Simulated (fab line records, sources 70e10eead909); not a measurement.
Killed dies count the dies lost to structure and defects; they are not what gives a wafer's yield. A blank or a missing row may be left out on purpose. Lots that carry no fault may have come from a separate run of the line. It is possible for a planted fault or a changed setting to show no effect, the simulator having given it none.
Which tool did it?    flow nandHarc    13 lots, 37 wafers sampled, at 1 step of a route of 1159

## WHAT THE GAUGES READ, wafer by wafer
NHARC_A_SLIT_OVL_MEAS_10. Usual: overlayXNm -0.2 nm, standard deviation 1.1; overlayYNm 0.1 nm, standard deviation 0.96.
lot   measured      on          overlayXNm (nm)  overlayYNm (nm)  flag
L811  day 14 17:04  overlay-02  0.2 0.2 0.3      -0.3 0.2 -0.1    
L810  day 14 17:36  overlay-02  -0.3 -0.2 -0.2   -0.2 0.2 -0.2    
L814  day 14 22:36  overlay-02  0.8 0.6 -0.1     -1.4 -1.2 -1.9   
L809  day 14 22:54  overlay-01  0.1 -0.3 -0.6    -0.3 -0.2 -0.4   
L818  day 16 09:31  overlay-02  0.7 0.3 0.3      -1.3 -1.3 -1.2   
L817  day 16 10:37  overlay-01  -0.7 -0.1 -0.8   0.0 0.4 -0.3     
L819  day 16 21:52  overlay-01  1.4 1.0 1.2      0.3 0.3 1.0      
L820  day 17 09:26  overlay-01  -0.2 -0.8 0.0    -1.5 -1.0 -1.1   
L822  day 17 16:28  overlay-01  -1.0 -1.0 -0.9   -0.5 -0.8 -0.6   
L825  day 18 06:16  overlay-02  -0.7 -0.4 -0.6   -0.8 0.3 -0.5    
L826  day 18 15:30  overlay-02  -0.5 -0.4        0.4 0.1          
L828  day 19 04:48  overlay-02  0.7 1.5          0.8 1.0          
L832  day 19 14:18  overlay-02  0.0 -0.3 -0.5    -0.7 0.0 -0.1    

## WHICH TOOL RAN EACH LOT (tool, then ch and the chambers of the sampled wafers, then the start)
The record holds no process step before these readings.

## WHAT THE TOOLS THEMSELVES READ (means of the sampled wafers that have a number; where no wafer has one, the mark that the record gives instead)
The record holds no such reading with a usual standard deviation.

## THE ANSWER, worked out from the rows above alone
Rule: take the mean of a lot's wafers that have a number; if it is more than 3 standard deviations from the usual mean, the lot is off. Also off: a lot with no number at a reading for which 4 or more lots have one. The other lots that the step has rows for count as sound. After the gauges, taken in route order, come the tools' own readings; for these a lot's mean is taken, as printed above. At the first step where some lot is off, the reading lying furthest off is the one used; lots without a number count as furthest.
No lot is off on any of the readings shown, so nothing can be concluded from this.

## WHAT THE SIMULATOR HAD INSERTED
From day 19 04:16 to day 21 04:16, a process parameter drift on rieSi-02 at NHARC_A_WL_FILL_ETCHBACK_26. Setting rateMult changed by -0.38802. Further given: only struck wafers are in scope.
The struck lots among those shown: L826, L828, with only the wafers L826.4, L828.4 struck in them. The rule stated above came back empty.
